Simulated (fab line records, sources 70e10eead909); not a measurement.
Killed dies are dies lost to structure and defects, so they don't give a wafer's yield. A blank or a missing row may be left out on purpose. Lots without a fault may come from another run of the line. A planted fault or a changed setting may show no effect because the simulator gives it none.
fab line records | flow nand_harc | part 1 of 2: steps 1 to 20 of 32
record lots=5 wafers=15 last_day=29
route steps=1302 shown A_SGD_CUT@903 A_SLIT@922
lots that met no fault: from a run of the same line without faults
start_h: hours from the record's first day to the start of the lot's first wafer shown | wait_h: hours since the lot's step before | " the same as in the row above | L1.1+2: a row that stands for several wafers | - no value, or no start given | * or withheld: withheld | < > ~ a bound
route shown NAME@n: a module of which the file shows steps, and the number in the route of the first | usual: mean/standard deviation of fault-free wafers | same: alike in all rows | chamber/n: place in a boat | sites: the reading at each site | _std_site: their standard deviation | _edge_site: outer sites' mean less inner sites' | radius_mm: how far each site lies from the wafer's centre | mask NAME#n: copy n | behind: the tool/chamber that last shaped the wafer | hold: why the lot was held/for how many hours/how that ended | device: the transistor (n, p or np) that didn't switch | end of line: the same wafers' tests at the end of the route | a step without rows: its recipe alone | killed: dies lost to structure and defects at the first sort, not the wafer's yield | map: a wafer's dies, x killed, . not, _ none there
set.NAME: the setting as run; set.NAME@STEP: as run at that earlier step | model.NAME: the simulator's own value behind a step, which no gauge read
lots at some steps of the route; a table a step, a row a wafer
services: from which hour (start_h, from the record's first day; less than 0 if before it) a tool's chamber was out of use, for how many hours, and why
## steps
# step NHARC_A_SGD_CUT_INSPECT_11
# usual raw_defect_count=58/34
# columns lot.wafer tool chamber start_h wait_h raw_defect_count
L076.1 defect_inspect-02 - 458.52 0.0 119
L076.3 " - " " 117
L076.5 " - " " 82
L084.1 defect_inspect-02 - 532.77 0.0 84
L084.2 " - " " 76
L084.3 " - " " 48
L086.1 defect_inspect-02 - 536.35 0.0 18
L086.3 " - " " 21
L086.4 " - " " 22
L087.1 defect_inspect-02 - 570.12 0.0 57
L087.3 " - " " 49
L087.4 " - " " 66
L088.2 defect_inspect-01 - 579.66 0.0 35
L088.3 " - " " 43
L088.5 " - " " 57
# step NHARC_A_SGD_CUT_DESCUM_14
# recipe time_s=3 o2_flow_sccm=200 ar_flow_sccm=0 bias_power_w=0 chemistry=O2
# usual drypump_motor_current_A=5.6/0.55 oes_product_au=1.002/0.0083 rf_vpp_V=57.8/0.83 showerhead_plenum_p_Torr=1.92/0.081 throttle_valve_pct=11.310/0.009
# same time_s=3
# columns lot.wafer tool chamber start_h wait_h drypump_motor_current_A oes_product_au rf_hours_counter_h rf_vpp_V showerhead_plenum_p_Torr throttle_valve_pct
L076.3 rie_diel-06 1 458.59 0.1 4.7 1.017 7 58.0 2.01 11.309
L076.1 " 3 " " 5.9 1.013 7 56.6 1.83 11.310
L076.5 " 0 " " 5.0 1.008 - 57.6 1.94 11.293
L084.3 rie_diel-09 3 532.84 0.1 5.2 0.992 2 58.0 2.05 11.293
L084.1 " 0 " " 5.0 1.004 2 58.3 1.90 11.320
L084.2 " 2 " " 6.1 1.003 2 58.0 1.90 11.314
L086.3 rie_diel-06 0 536.42 0.1 5.0 1.015 2 58.4 1.94 11.304
L086.1 " 1 " " 4.7 1.003 1 59.8 2.01 11.312
L086.4 " 2 " " 6.1 1.007 1 57.8 1.79 11.313
L087.3 rie_diel-09 0 570.19 0.1 5.0 1.016 6 57.4 1.90 11.322
L087.1 " 2 " " 6.1 1.006 6 59.0 1.90 11.306
L087.4 " 3 " " 5.3 0.993 - 58.1 2.05 11.318
L088.2 rie_diel-07 2 579.73 0.1 5.3 0.999 6 57.3 2.01 11.305
L088.3 " 3 " " 5.6 1.007 6 58.0 1.93 11.309
L088.5 " 2 " " 5.3 1.002 - 59.4 2.01 11.310
# step NHARC_A_SGD_CUT_ETCH_58
# recipe target_depth_a=390 over_etch_frac=0.3 time_s=65 ion_energy_ev=80 cf4_flow_sccm=150 ar_flow_sccm=0 rf_w=300 bias_w=100 chemistry=CF4
# usual drypump_motor_current_A=5.6/0.54 oes_product_au=1.001/0.0081 rf_vpp_V=151.2/1.2 showerhead_plenum_p_Torr=1.77/0.07 throttle_valve_pct=13.283/0.0088
# same time_s=65
# columns lot.wafer tool chamber start_h wait_h drypump_motor_current_A oes_product_au rf_hours_counter_h rf_vpp_V showerhead_plenum_p_Torr throttle_valve_pct
L076.1 rie_diel-06 0 458.66 0.1 5.0 1.020 8 151.4 1.79 13.288
L076.3 " 1 " " 4.7 1.013 7 150.5 1.85 13.274
L076.5 " 0 " " 5.0 1.026 - 150.4 1.79 13.268
L084.1 rie_diel-09 0 532.92 0.1 5.0 1.004 2 151.7 1.76 13.280
L084.2 " 1 " " 6.6 0.994 2 149.5 1.66 13.289
L084.3 " 2 " " 6.1 1.005 2 150.4 1.76 13.284
L086.1 rie_diel-06 1 536.49 0.1 4.7 1.000 1 152.3 1.85 13.268
L086.4 " 2 " " 6.1 1.010 1 149.7 1.67 13.265
L086.3 " 0 " " 5.0 1.005 2 151.5 1.79 13.280
L087.1 rie_diel-09 0 570.29 0.1 5.0 1.000 6 151.5 1.75 13.278
L087.3 " 2 " " 6.1 0.995 6 151.7 1.76 13.287
L087.4 " 0 " " 5.0 1.001 - 152.3 1.75 13.287
L088.2 rie_diel-07 1 579.81 0.1 6.2 0.990 6 151.4 1.75 13.291
L088.3 " 3 " " 5.7 1.004 6 152.7 1.78 13.274
L088.5 " 1 " " 6.2 0.982 - 150.9 1.75 13.285
# step NHARC_A_SGD_CUT_ETCH_59
# recipe target_depth_a=2600 over_etch_frac=0.25 time_s=406.25 ion_energy_ev=200 n2_flow_sccm=150 h2_flow_sccm=150 ar_flow_sccm=0 rf_w=400 bias_w=150 chemistry=N2/H2
# usual drypump_motor_current_A=5.6/0.52 oes_product_au=1.002/0.0076 rf_vpp_V=431.0/2.7 showerhead_plenum_p_Torr=2.06/0.088 throttle_valve_pct=14.172/0.009
# same time_s=406.25
# columns lot.wafer tool chamber start_h wait_h drypump_motor_current_A oes_product_au rf_hours_counter_h rf_vpp_V showerhead_plenum_p_Torr throttle_valve_pct
L076.3 rie_diel-06 0 - - 5.0 1.012 8 432.5 2.07 14.165
L076.1 " 2 " " 6.1 1.011 7 426.8 1.91 14.180
L076.5 " 1 " " 4.7 1.013 - 432.4 2.15 14.179
L084.2 rie_diel-09 3 - - 5.3 0.990 2 436.1 2.19 14.182
L084.3 " 0 " " 5.0 1.009 2 430.5 2.02 14.161
L084.1 " 1 " " 6.6 1.012 2 426.6 1.90 14.174
L086.4 rie_diel-06 0 - - 5.0 1.003 2 430.2 2.07 14.168
L086.1 " 2 " " 6.1 1.001 1 427.9 1.91 14.171
L086.3 " 3 " " 5.9 1.002 2 427.4 1.94 14.174
L087.1 rie_diel-09 3 - - 5.3 0.997 6 434.2 2.19 14.178
L087.3 " 0 " " 5.0 0.993 6 430.1 2.02 14.166
L087.4 " 0 " " 5.0 1.012 - 429.2 2.02 14.180
L088.2 rie_diel-07 3 - - 5.7 1.007 6 431.9 2.05 14.179
L088.3 " 0 " " 5.5 1.001 6 433.4 2.11 14.186
L088.5 " 2 " " 5.4 1.000 - 433.9 2.15 14.166
# step NHARC_A_SGD_CUT_ETCH_15
# recipe target_depth_a=750 time_s=64.3 ch3f_flow_sccm=50 o2_flow_sccm=30 ar_flow_sccm=200 rf_w=500 bias_w=100 chemistry=CH3F/O2
# usual drypump_motor_current_A=5.6/0.53 oes_product_au=0.960/0.018 rf_vpp_V=263.9/1.7 showerhead_plenum_p_Torr=2.46/0.1 throttle_valve_pct=20.662/0.0099
# same time_s=64.3
# columns lot.wafer tool chamber start_h wait_h drypump_motor_current_A oes_product_au rf_hours_counter_h rf_vpp_V showerhead_plenum_p_Torr throttle_valve_pct
L076.1 rie_diel-06 3 - - 5.9 0.977 7 261.0 2.35 20.678
L076.3 " 1 " " 4.7 0.977 8 266.1 2.58 20.661
L076.5 " 2 " " 6.1 0.968 - 261.2 2.31 20.667
L084.2 rie_diel-09 3 - - 5.2 0.947 2 266.8 2.63 20.665
L084.1 " 1 " " 6.6 0.971 2 262.2 2.30 20.658
L084.3 " 2 " " 6.1 0.954 2 263.7 2.44 20.670
L086.1 rie_diel-06 1 - - 4.7 0.974 2 264.9 2.58 20.658
L086.4 " 3 " " 5.9 0.955 2 262.0 2.35 20.654
L086.3 " 0 " " 5.0 0.958 2 264.9 2.49 20.653
L087.3 rie_diel-09 3 - - 5.3 0.963 6 266.8 2.62 20.660
L087.1 " 2 " " 6.1 0.970 6 263.4 2.44 20.655
L087.4 " 0 " " 5.0 0.965 - 264.2 2.44 20.662
L088.3 rie_diel-07 3 - - 5.7 0.924 6 265.2 2.47 20.676
L088.2 " 0 " " 5.5 0.934 6 265.9 2.54 20.672
L088.5 " 1 " " 6.2 0.922 - 265.0 2.42 20.678
# step NHARC_A_SGD_CUT_ETCH_16
# recipe target_depth_a=3105 time_s=155.2 c4f8_flow_sccm=withheld o2_flow_sccm=8 ar_flow_sccm=withheld rf_w=600 bias_w=800 chemistry=C4F8/O2/Ar
# usual oes_product_au=0.973/0.015 rf_vpp_V=724/4.3
# same time_s=155.2
# columns lot.wafer tool chamber start_h wait_h oes_product_au rf_hours_counter_h rf_vpp_V
L076.3 rie_diel-06 1 - - 0.978 8 728
L076.1 " 2 " " 0.986 7 718
L076.5 " 0 " " 0.985 - 724
L084.3 rie_diel-09 2 - - 0.978 2 721
L084.1 " 0 " " 0.976 2 722
L084.2 " 1 " " 0.981 2 718
L086.3 rie_diel-06 1 - - 0.984 2 727
L086.1 " 2 " " 0.984 2 719
L086.4 " 0 " " 0.978 2 725
L087.3 rie_diel-09 3 - - 0.970 6 729
L087.1 " 2 " " 0.979 6 723
L087.4 " 2 " " 0.966 - 722
L088.2 rie_diel-07 0 - - 0.945 6 727
L088.3 " 1 " " 0.940 6 721
L088.5 " 0 " " 0.954 - 727
# step NHARC_A_SGD_CUT_STRIP_60
# recipe c4f8_flow_sccm=withheld o2_flow_sccm=8 ar_flow_sccm=withheld bias_w=0 chemistry=C4F8/O2/Ar
# columns lot.wafer tool chamber start_h wait_h
L076.1+3+5 rie_diel-06 1,3,1 - -
L084.1+2+3 rie_diel-09 1,2,3 - -
L086.3+1+4 rie_diel-06 1,3,0 - -
L087.3+1+4 rie_diel-09 3,0,0 - -
L088.3+2+5 rie_diel-07 1,3,2 - -
# step NHARC_A_SGD_CUT_STRIP_17
# recipe o2_flow_sccm=500 ar_flow_sccm=0 bias_w=0 chemistry=O2
# usual drypump_motor_current_A=5.7/0.53 oes_product_au=1.001/0.0086 rf_vpp_V=57.8/0.96 showerhead_plenum_p_Torr=3.54/0.14 throttle_valve_pct=17.035/0.01
# columns lot.wafer tool chamber start_h wait_h drypump_motor_current_A oes_product_au rf_hours_counter_h rf_vpp_V showerhead_plenum_p_Torr throttle_valve_pct
L076.3 rie_diel-06 2 - - 6.1 1.005 7 56.8 3.32 17.045
L076.1 " 0 " " 5.0 1.013 8 58.1 3.58 17.048
L076.5 " 3 " " 5.9 1.012 - 57.4 3.38 17.044
L084.2 rie_diel-09 1 - - 6.6 1.018 2 55.6 3.30 17.028
L084.1 " 2 " " 6.1 1.004 2 57.1 3.51 17.069
L084.3 " 3 " " 5.3 1.004 2 57.8 3.76 17.048
L086.1 rie_diel-06 3 - - 5.9 1.004 2 55.5 3.37 17.024
L086.3 " 0 " " 5.0 1.002 2 57.5 3.58 17.036
L086.4 " 2 " " 6.1 1.003 2 56.8 3.32 17.045
L087.3 rie_diel-09 0 - - 5.0 1.010 6 57.1 3.50 17.040
L087.1 " 3 " " 5.2 0.990 6 58.3 3.76 17.019
L087.4 " 0 " " 5.0 0.996 - 58.8 3.50 17.037
L088.2 rie_diel-07 3 - - 5.7 0.993 6 57.9 3.55 17.022
L088.3 " 0 " " 5.5 1.001 6 58.5 3.64 17.038
L088.5 " 3 " " 5.7 0.992 - 57.0 3.55 17.030
# step NHARC_A_SGD_CUT_PRECLEAN_18
# recipe time_s=* temp_c=50 bath_age_min=0 chemistry=SC1
# usual bath_guard_temp_C=50.3/0.51 bath_heat_duty_pct=7.2/0.81 sc1_h2o2_end_mol_l=0.3698/0.00064 temp_c=49.98/0.13
# same time_s=*
# columns lot.wafer tool chamber start_h wait_h bath_guard_temp_C bath_heat_duty_pct sc1_h2o2_end_mol_l temp_c
L076.3 wet_bench-02 7 459.55 - 49.7 6.3 0.3693 50.12
L076.1 " 0 " " 50.2 6.4 0.3708 50.02
L076.5 " 2 " " 50.8 5.7 0.3687 49.89
L084.1 wet_bench-02 5 533.81 - 51.2 5.8 0.3700 49.96
L084.2 " 7 " " 49.6 7.0 0.3701 49.88
L084.3 " 0 " " 50.1 7.5 0.3692 49.84
L086.4 wet_bench-02 2 537.39 - 50.7 5.3 0.3697 49.96
L086.3 " 3 " " 50.4 7.2 0.3706 50.08
L086.1 " 4 " " 50.5 7.3 0.3699 49.88
L087.3 wet_bench-09 1 571.33 - 50.4 7.8 0.3706 49.98
L087.4 " 2 " " 49.9 6.5 0.3687 49.95
L087.1 " 4 " " 50.7 7.6 0.3704 50.08
L088.5 wet_bench-09 6 580.69 - 49.8 6.7 0.3691 49.76
L088.3 " 2 " " 50.1 5.6 0.3710 49.94
L088.2 " 3 " " 49.9 6.7 0.3702 49.94
# step NHARC_A_SGD_CUT_SRD_19
# columns lot.wafer tool chamber start_h wait_h
L076.3+1+5 wet_bench-02 7,0,2 - -
L084.1+2+3 wet_bench-02 5,7,0 - -
L086.4+3+1 wet_bench-02 2,3,4 - -
L087.3+4+1 wet_bench-09 1,2,4 - -
L088.5+3+2 wet_bench-09 6,2,3 - -
# step NHARC_A_SGD_CUT_DEP_20
# recipe target_thk_a=1500 temp_c=65 material=SiO2
# columns lot.wafer tool chamber start_h wait_h
L076.1+3+5 fcvd-01 0,1,1 459.70 -
L084.2+1+3 fcvd-01 1,0,0 533.95 -
L086.1+4+3 fcvd-01 0,1,0 537.56 -
L087.1+3+4 fcvd-01 1,1,0 571.46 -
L088.2+3+5 fcvd-01 0,1,1 580.84 -
# step NHARC_A_SGD_CUT_ANNEAL_27
# recipe temp_c=450 time_s=1800
# same time_s=1800
# columns lot.wafer tool chamber start_h wait_h
L076.1+3+5 furnace-06 0 462.76 3.0
L084.1+2+3 furnace-01 0 537.26 3.3
L086.1+3+4 furnace-01 0 540.76 3.2
L087.1+3+4 furnace-01 0 574.66 3.2
L088.2+3+5 furnace-01 0 583.94 3.1
# step NHARC_A_SGD_CUT_CMP_21
# recipe target_thk_nm=148.19
# usual motor_current_A=12.1/1.2 slurry_flow_ml_min=149.9/0.47 time_to_endpoint_s=49.7/2.8
# columns lot.wafer tool chamber start_h wait_h motor_current_A slurry_flow_ml_min time_to_endpoint_s
L076.3 cmp-03 2 464.20 0.4 11.3 150.2 49.2
L076.1 " 3 " " 12.3 149.4 47.2
L076.5 " 3 " " 12.0 150.2 47.0
L084.2 cmp-03 3 538.73 0.4 11.7 150.8 48.4
L084.3 " 0 " " 12.3 149.5 44.0
L084.1 " 1 " " 13.6 149.7 47.7
L086.3 cmp-03 2 542.25 0.4 11.1 150.1 49.8
L086.1 " 3 " " 12.6 150.0 50.9
L086.4 " 0 " " 11.7 149.8 48.8
L087.4 cmp-02 0 576.10 0.4 11.1 149.3 44.9
L087.1 " 1 " " 10.7 149.7 46.6
L087.3 " 3 " " 12.8 149.5 45.3
L088.2 cmp-02 3 585.37 0.4 13.0 150.0 47.9
L088.3 " 1 " " 11.5 150.0 44.9
L088.5 " 3 " " 14.1 149.5 44.4
# step NHARC_A_SGD_CUT_THK_MEAS_22
# recipe thk_meas_gauge=ellipsometry
# usual thk_nm=148.2/1.3
# columns lot.wafer tool chamber start_h wait_h thk_nm
L076.1 film_metro-02 - 464.46 0.2 146.6
L076.3 " - " " 147.2
L076.5 " - " " 148.0
L084.1 film_metro-01 - 538.97 0.2 147.3
L084.2 " - " " 146.8
L084.3 " - " " 147.0
L086.1 film_metro-01 - 542.48 0.2 145.5
L086.3 " - " " 146.6
L086.4 " - " " 149.5
L087.1 film_metro-02 - 576.36 0.2 148.9
L087.3 " - " " 148.2
L087.4 " - " " 147.8
L088.2 film_metro-01 - 585.63 0.2 147.1
L088.3 " - " " 148.0
L088.5 " - " " 147.1
# step NHARC_A_SGD_CUT_SRD_23
# columns lot.wafer tool chamber start_h wait_h
L076.5+1+3 wet_bench-09 0,1,2 464.50 0.0
L084.2+1+3 wet_bench-02 4,5,1 539.01 0.0
L086.1+3+4 wet_bench-02 5,0,1 542.52 0.0
L087.3+1+4 wet_bench-02 2,3,7 576.40 0.0
L088.2+5+3 wet_bench-09 0,2,3 585.67 0.0
# step NHARC_A_SGD_CUT_ETCH_26
# recipe target_depth_a=458 chemistry=dHF material=SiO2
# columns lot.wafer tool chamber start_h wait_h
L076.5+1+3 wet_bench-09 0,1,2 464.53 0.0
L084.2+1+3 wet_bench-02 4,5,1 539.03 0.0
L086.1+3+4 wet_bench-02 5,0,1 542.55 0.0
L087.3+1+4 wet_bench-02 2,3,7 576.42 0.0
L088.2+5+3 wet_bench-09 0,2,3 585.70 0.0
# step NHARC_A_SGD_CUT_ETCHBACK_24
# recipe target_depth_a=500 over_etch_frac=0.3 time_s=92.857 ion_energy_ev=120 ch3f_flow_sccm=50 o2_flow_sccm=30 ar_flow_sccm=200 rf_w=500 bias_w=100 chemistry=CH3F/O2
# usual drypump_motor_current_A=5.6/0.54 oes_product_au=0.97/0.031 rf_vpp_V=244.4/1.7 showerhead_plenum_p_Torr=2.46/0.1 throttle_valve_pct=20.663/0.01
# same time_s=92.857
# columns lot.wafer tool chamber start_h wait_h drypump_motor_current_A oes_product_au rf_hours_counter_h rf_vpp_V showerhead_plenum_p_Torr throttle_valve_pct
L076.3 rie_diel-06 1 464.71 0.2 4.7 0.94 8 246.5 2.58 20.653
L076.1 " 2 " " 6.1 0.93 7 243.5 2.31 20.674
L076.5 " 0 " " 5.0 0.93 - 245.1 2.49 20.663
L084.1 rie_diel-07 0 539.19 0.1 5.5 1.00 4 245.2 2.54 20.663
L084.3 " 2 " " 5.3 1.00 4 246.8 2.58 20.651
L084.2 " 3 " " 5.7 1.00 4 243.8 2.47 20.660
L086.1 rie_diel-09 1 542.70 0.1 6.6 1.01 3 241.4 2.30 20.644
L086.3 " 2 " " 6.1 1.00 3 244.4 2.44 20.656
L086.4 " 0 " " 5.0 1.01 3 243.4 2.44 20.662
L087.4 rie_diel-07 1 576.58 0.1 6.2 0.99 6 242.9 2.43 20.668
L087.1 " 3 " " 5.7 1.00 6 244.1 2.47 20.671
L087.3 " 0 " " 5.5 1.00 6 245.9 2.54 20.659
L088.3 rie_diel-09 0 585.88 0.2 5.0 0.98 7 245.6 2.44 20.663
L088.2 " 1 " " 6.6 0.96 5 242.1 2.30 20.673
L088.5 " 2 " " 6.1 0.95 - 243.8 2.44 20.682
# step NHARC_A_SGD_CUT_STRIP_28
# recipe time_s=20 o2_flow_sccm=500 ar_flow_sccm=0 bias_w=0 chemistry=O2
# usual drypump_motor_current_A=5.7/0.52 oes_product_au=1.002/0.0076 rf_vpp_V=57.9/0.98 showerhead_plenum_p_Torr=3.53/0.14 throttle_valve_pct=17.036/0.0097
# same time_s=20
# columns lot.wafer tool chamber start_h wait_h drypump_motor_current_A oes_product_au rf_hours_counter_h rf_vpp_V showerhead_plenum_p_Torr throttle_valve_pct
L076.1 rie_diel-06 0 - - 5.0 1.013 8 59.4 3.58 17.038
L076.3 " 2 " " 6.1 1.012 7 56.0 3.32 17.026
L076.5 " 0 " " 5.0 1.023 - 58.7 3.58 17.048
L084.1 rie_diel-07 1 - - 6.2 0.989 4 57.2 3.48 17.032
L084.3 " 2 " " 5.4 1.008 4 59.4 3.70 17.036
L084.2 " 3 " " 5.7 0.998 4 57.5 3.55 17.039
L086.3 rie_diel-09 2 - - 6.1 0.994 3 58.7 3.50 17.029
L086.1 " 3 " " 5.3 0.997 3 59.7 3.76 17.053
L086.4 " 0 " " 5.0 1.019 3 58.6 3.50 17.046
L087.4 rie_diel-07 1 - - 6.2 1.000 6 56.9 3.48 17.029
L087.3 " 2 " " 5.3 0.994 6 58.1 3.70 17.022
L087.1 " 3 " " 5.7 0.999 6 57.5 3.55 17.035
L088.2 rie_diel-09 2 - - 6.1 1.006 7 58.3 3.50 17.041
L088.3 " 1 " " 6.6 1.007 5 56.2 3.30 17.036
L088.5 " 3 " " 5.3 0.996 - 58.7 3.76 17.043
# step NHARC_A_SGD_CUT_INSPECT_25
# usual raw_defect_count=396/91
# columns lot.wafer tool chamber start_h wait_h raw_defect_count
L076.1 defect_inspect-01 - 464.94 - 438
L076.3 " - " " 355
L076.5 " - " " 359
L084.1 defect_inspect-02 - 539.43 - 364
L084.2 " - " " 350
L084.3 " - " " 335
L086.1 defect_inspect-02 - 542.94 - 373
L086.3 " - " " 429
L086.4 " - " " 319
L087.1 defect_inspect-01 - 576.82 - 411
L087.3 " - " " 462
L087.4 " - " " 440
L088.2 defect_inspect-02 - 586.09 - 266
L088.3 " - " " 315
L088.5 " - " " 296
# step NHARC_A_SLIT_DEP_25
# recipe target_thk_a=2000 temp_c=400 pressure_torr=6.5 rf_w=900 teos_flow_sccm=161.4 flow_sccm=2650 target_thk_nm=200 gas=O2 material=SiO2
# usual heater_power_w=565/89 throttle_valve_pct=16.2/0.43
# columns lot.wafer tool chamber start_h wait_h heater_power_w throttle_valve_pct
L076.3 pecvd-04 2 465.00 0.1 490 16.2
L076.1 " 1 " " 680 16.1
L076.5 " 0 " " 574 16.8
L084.1 pecvd-04 2 539.50 0.1 443 15.8
L084.2 " 0 " " 570 15.7
L084.3 " 1 " " 638 15.5
L086.3 pecvd-03 2 543.01 0.1 504 16.6
L086.1 " 1 " " 585 16.6
L086.4 " 0 " " 521 16.4
L087.1 pecvd-04 2 576.89 0.1 442 15.6
L087.3 " 0 " " 561 15.8
L087.4 " 2 " " 434 15.9
L088.2 pecvd-03 1 586.16 0.1 696 16.0
L088.3 " 2 " " 651 16.1
L088.5 " 0 " " 478 16.6
